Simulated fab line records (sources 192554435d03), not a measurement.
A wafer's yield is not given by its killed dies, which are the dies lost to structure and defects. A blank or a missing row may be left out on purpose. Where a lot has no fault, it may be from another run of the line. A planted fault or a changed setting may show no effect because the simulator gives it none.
Struck lot and sound lot, side by side || flow n5-finfet || 15 steps out of a route of 1938
Sound: the wafers L210.3, L210.5, L210.6. Wafers L217.1, L217.3, L217.5 were the ones struck. The cause comes at the end.
Order at every step that has rows: each side's tool, ch and its chambers, its first start. Under that, the readings that differ: sound wafers || struck wafers || difference of the means || sigmas: that difference in standard deviations of wafers without a fault.
alike: a reading whose means differ by less than 2 such deviations, as well as words and numbers matching on both sides. not compared: withheld readings; readings where some wafer has no value; bounds like >300 that might hide an equal value; numbers whose values overlap and for which the record gives no deviation.
The two part at a step that has a row with sigmas, a row that says differs or no value, or rows on one side only. Numbers that don't overlap but have no deviation are shown without sigmas and don't part them. A reading missing from all wafers of one side parts the sides only when that side holds two or more wafers.

first, 8 steps without rows for these wafers: N5_HKMG_FIN_COAT_29 (time 60 s, resist thk 300 nm); N5_HKMG_FIN_COAT_30 (time 60 s, resist thk 35 nm); N5_HKMG_FIN_COAT_06 (resist thk 90 nm); N5_HKMG_FIN_EBR_08; N5_HKMG_FIN_SOFTBAKE_07 (time 60 s); N5_HKMG_FIN_EXPOSE_09 (exposes mask NWFM); N5_HKMG_FIN_PEB_10 (peb time 60 s); N5_HKMG_FIN_DEVELOP_11 (develop time 30 s).
N5_HKMG_FIN_CD_MEAS_12 targets a cd of 92.8 nm.
  sound on cd-sem-02 ch 0, day 4 18:20; struck on cd-sem-03 ch 0, day 6 10:17
  alike: cd-nm
N5_HKMG_FIN_OVL_MEAS_13:
  sound on overlay-02 ch 0, day 4 18:22; struck on overlay-01 ch 0, day 6 10:19
  alike: NWFM_OVL
N5_HKMG_FIN_INSPECT_14: inspects for defects (macro).
  sound on defect-inspect-02 at day 4 18:23; struck on defect-inspect-01 at day 6 10:20
  alike: raw-defect-count
N5_HKMG_FIN_DESCUM_17: chemistry O2, time 7.9 s.
  sound on rie-diel-04 ch 0,2,3, day 4 18:25; struck on rie-diel-03 ch 0,1, day 6 10:22
  alike: drypump-motor-current-A, oes-product-au, rf-vpp-V, showerhead-plenum-p-Torr, temp-c, throttle-valve-pct
  not compared: rf-hours-counter-h
N5_HKMG_FIN_ETCH_31: etches SiARC in CF4, target depth 45.5 nm, time 75.8 s.
  sound on rie-diel-04 ch 0,2,3, day 4 18:27; struck on rie-diel-03 ch 0,1, day 6 10:25
{"reading": "bias-w (W)", "sound": "35.91 36.05 35.91", "struck": "37.68 37.89 37.79", "difference": "+1.83", "sigmas": "+17"}
{"reading": "etch-rf-on-time-s (s)", "sound": "76.5 76.6 79.6", "struck": "74.8 70.4 74.2", "difference": -4.4, "sigmas": -2}
{"reading": "rf-vpp-V (V)", "sound": "183.7 182.2 186.8", "struck": "190.2 190.2 189.8", "difference": "+5.8", "sigmas": "+5"}
  alike: drypump-motor-current-A, oes-product-au, showerhead-plenum-p-Torr, throttle-valve-pct
  not compared: rf-hours-counter-h
N5_HKMG_FIN_ETCH_32: etches SOC in N2/H2, target depth 240 nm, time 300 s.
  sound on rie-diel-04 ch 0,2,3, day 4 18:31; struck on rie-diel-03 ch 0,1, day 6 10:28
  alike: bias-w, drypump-motor-current-A, oes-product-au, rf-vpp-V, showerhead-plenum-p-Torr, temp-c, throttle-valve-pct
  not compared: rf-hours-counter-h
-- the record jumps here: 8 days lie between the struck wafers' starts before and after (it left off in module HKMG_FIN and takes up again in module PASSIVATION, whose first step shown is number 1936 of the route) --
N5_PASSIVATION_PROBE_49:
  sound on prober-01 at day 12 06:37; struck on prober-02 at day 14 19:34
  alike: killed_at_M0_to_M3, killed_at_M4_up, killed-at-contacts, killed-at-front-end, killed-at-other, killed-dies, killed-on-rim, killed-open, killed-short

## WHERE THEY PART
At N5_HKMG_FIN_ETCH_31 and nowhere else, as far as this record goes. Later steps at which nothing parts them and some readings are alike: N5_HKMG_FIN_ETCH_32, N5_PASSIVATION_PROBE_49.

WHY: what had been put in by the simulator
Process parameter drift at N5_HKMG_FIN_ETCH_31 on rie-diel-03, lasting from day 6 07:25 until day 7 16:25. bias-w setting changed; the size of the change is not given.
